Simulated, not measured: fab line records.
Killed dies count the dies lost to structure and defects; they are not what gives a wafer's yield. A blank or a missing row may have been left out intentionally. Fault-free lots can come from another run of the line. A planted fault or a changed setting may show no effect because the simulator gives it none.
Chamber matching | flow n5_finfet | 4 sister chambers for N5_MOL_CONTACT_COAG_ETCH_90 on rie_diel-04
The step etches SiARC in CF4, target depth 13 nm, time 21.7 s. 4 wafers are shown with their chamber, then 9 later ones without.

WAFERS PAIRED WITH THEIR CHAMBERS
wafer  | chamber | showerhead_plenum_p_Torr (Torr)
L086.6 | 2       | 2.17
L087.5 | 1       | 2.10
L088.2 | 3       | 2.17
L088.5 | 0       | 2.12

WAFERS WITHOUT THEIR CHAMBER
wafer  | showerhead_plenum_p_Torr (Torr)
L089.3 | 2.10
L089.4 | 2.17
L089.5 | 2.12
L094.1 | 2.17
L094.2 | 2.17
L094.3 | 2.17
L097.1 | 2.16
L097.3 | 2.11
L097.6 | 2.16

CHAMBER TAKEN BY EACH
wafer  | from the rows above     | in truth
L089.3 | 1                       | 1
L089.4 | can't be placed: 2 or 3 | 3
L089.5 | 0                       | 0
L094.1 | can't be placed: 2 or 3 | 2
L094.2 | can't be placed: 2 or 3 | 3
L094.3 | can't be placed: 2 or 3 | 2
L097.1 | can't be placed: 2 or 3 | 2
L097.3 | can't be placed: 1 or 0 | 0
L097.6 | can't be placed: 2 or 3 | 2
Placed correctly: 2 of 9. Can't be placed from these rows: 7 (the true chamber is among the candidates in 7). Placed wrongly: 0.
How it was worked out, from the rows above alone: a wafer's distance from a chamber is the root of the sum, over the readings, of the square of ((its reading less the chamber's mean) divided by the reading's scatter). The wafer belongs to the nearest chamber; if the next one is less than 2 further off, it can't be placed. The mean given for a chamber averages the wafers shown for that chamber. The scatter: root of mean squared gap, hidden wafer to nearest shown wafer, with one shown wafer a chamber.
